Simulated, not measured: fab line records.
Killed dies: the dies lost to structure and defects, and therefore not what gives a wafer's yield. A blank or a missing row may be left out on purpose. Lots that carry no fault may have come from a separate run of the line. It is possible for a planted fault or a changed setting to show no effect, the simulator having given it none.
Matching of chambers    flow n5-finfet    N5_DUMMY_GATE_HM_OPEN_21 on rie-diel-04: 4 sister chambers
The step chemistry CH3F/O2, target SiNx, target depth 120 nm, time 171.4 s. 24 wafers are shown with their chamber, then 12 later ones without.

== WAFERS PAIRED WITH THEIR CHAMBERS ==
wafer   chamber  drypump-motor-current-A (A)  showerhead-plenum-p-Torr (Torr)  rf-vpp-V (V)
L075.2  2        6.3                          2.00                             290
L075.3  0        5.1                          1.92                             305
L075.4  2        6.3                          2.00                             289
L077.2  3        6.0                          1.95                             290
L077.4  0        5.1                          1.92                             304
L077.5  2        6.3                          2.00                             291
L078.1  1        5.0                          1.94                             289
L078.2  3        6.1                          1.94                             290
L078.4  2        6.3                          2.00                             291
L080.1  3        6.0                          1.94                             290
L080.5  2        6.3                          1.99                             289
L080.6  1        5.0                          1.94                             289
L081.2  2        6.3                          1.99                             288
L081.3  3        6.1                          1.94                             290
L081.5  3        6.1                          1.94                             290
L084.1  3        6.1                          1.94                             289
L084.2  1        5.0                          1.94                             289
L084.4  0        5.1                          1.92                             305
L085.2  0        5.1                          1.92                             304
L085.5  3        6.1                          1.94                             291
L085.6  2        6.3                          1.99                             291
L089.4  1        5.0                          1.94                             288
L089.5  3        6.1                          1.94                             288
L089.6  2        6.3                          1.99                             287

SIGNATURES (means of the wafers above)
reading                   chamber 0  chamber 1  chamber 2  chamber 3  scatter within a chamber
drypump-motor-current-A   5.100      5.000      6.300      6.075      0.0274
showerhead-plenum-p-Torr  1.9200     1.9400     1.9950     1.9412     0.00379
rf-vpp-V                  304.50     288.75     289.50     289.75     1.08
Rule: a wafer lies at a distance from a chamber equal to the root of the sum of squares, over the readings, of (its reading less the chamber's mean, divided by the reading's scatter). If the next closest chamber is less than 2 further off than the closest, the wafer can't be placed; otherwise it belongs to the closest. How the scatter is found: for the shown wafers, subtract from each reading the mean of its chamber, square and add these, divide the total by (wafers less chambers), then take the root.

== WAFERS WITHOUT THEIR CHAMBER ==
wafer   drypump-motor-current-A (A)  showerhead-plenum-p-Torr (Torr)  rf-vpp-V (V)
L093.2  5.1                          1.91                             304
L093.4  6.2                          1.99                             291
L093.6  6.3                          1.99                             291
L094.1  5.1                          1.91                             303
L094.2  6.1                          1.94                             291
L094.6  6.1                          1.94                             290
L096.1  6.0                          1.93                             290
L096.2  6.2                          1.98                             289
L096.6  5.1                          1.91                             304
L097.1  6.1                          1.93                             289
L097.3  6.3                          1.98                             290
L097.5  6.3                          1.98                             288

== EACH ONE'S CHAMBER ==
wafer   from the rows above  in truth
L093.2  0                    0
L093.4  2                    2
L093.6  2                    2
L094.1  0                    0
L094.2  3                    3
L094.6  3                    3
L096.1  3                    3
L096.2  2                    2
L096.6  0                    0
L097.1  3                    3
L097.3  2                    2
L097.5  2                    2
12 of 12 placed correctly. From these rows, 0 cannot be placed. Wrongly placed: 0.
